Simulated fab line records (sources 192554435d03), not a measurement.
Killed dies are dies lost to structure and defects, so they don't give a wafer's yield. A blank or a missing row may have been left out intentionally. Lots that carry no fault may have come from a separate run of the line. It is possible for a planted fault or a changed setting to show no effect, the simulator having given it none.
Chamber matching :: flow n5Finfet :: aldSin-01 running N5_SPACER0_ALD_00: 4 sister chambers
The step deposits SiOCN, target thk 3.5 nm, pulse time 3 s, purge time 2 s. 8 wafers are shown with their chamber, then 7 later ones without.

== WAFERS, EACH WITH ITS CHAMBER ==
wafer: L080.4
chamber: 0
heaterPowerW (W): 706
precursorPulseHeightRel: 0.995

wafer: L081.4
chamber: 3
heaterPowerW (W): 891
precursorPulseHeightRel: 0.983

wafer: L081.6
chamber: 2
heaterPowerW (W): 869
precursorPulseHeightRel: 0.994

wafer: L082.1
chamber: 3
heaterPowerW (W): 879
precursorPulseHeightRel: 0.995

wafer: L082.2
chamber: 2
heaterPowerW (W): 901
precursorPulseHeightRel: 1.007

wafer: L082.4
chamber: 0
heaterPowerW (W): 697
precursorPulseHeightRel: 1.002

wafer: L085.3
chamber: 1
heaterPowerW (W): 864
precursorPulseHeightRel: 0.983

wafer: L085.5
chamber: 1
heaterPowerW (W): 823
precursorPulseHeightRel: 1.005

== WAFERS MISSING THEIR CHAMBER ==
wafer: L085.6
heaterPowerW (W): 883
precursorPulseHeightRel: 0.998

wafer: L086.1
heaterPowerW (W): 825
precursorPulseHeightRel: 1.005

wafer: L086.3
heaterPowerW (W): 692
precursorPulseHeightRel: 0.981

wafer: L086.4
heaterPowerW (W): 905
precursorPulseHeightRel: 1.004

wafer: L088.1
heaterPowerW (W): 850
precursorPulseHeightRel: 1.005

wafer: L088.3
heaterPowerW (W): 912
precursorPulseHeightRel: 0.990

wafer: L088.4
heaterPowerW (W): 888
precursorPulseHeightRel: 0.955

== WHICH CHAMBER EACH ONE RAN IN ==
wafer: L085.6
from the rows above: can't be placed: 2 or 3 or 1
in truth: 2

wafer: L086.1
from the rows above: can't be placed: 1 or 2
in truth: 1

wafer: L086.3
from the rows above: 0
in truth: 0

wafer: L086.4
from the rows above: can't be placed: 2 or 3
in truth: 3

wafer: L088.1
from the rows above: can't be placed: 1 or 2 or 3
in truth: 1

wafer: L088.3
from the rows above: can't be placed: 3 or 2
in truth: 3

wafer: L088.4
from the rows above: can't be placed: 3 or 2 or 1
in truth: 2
1 of 7 placed correctly. These rows do not allow placing 6 (true chamber among the candidates in 6). Number placed wrongly: 0.
How it was worked out, from the rows above alone: a wafer's distance from a chamber is the root of the sum, over the readings, of the square of ((its reading less the chamber's mean) divided by the reading's scatter). The wafer belongs to the nearest chamber; if the next one is less than 2 further off, it can't be placed. Each chamber's mean is taken over the wafers shown for it. The scatter: the root of (the sum of the squares of (reading less its chamber's mean) over the shown wafers, divided by (wafers less chambers)).
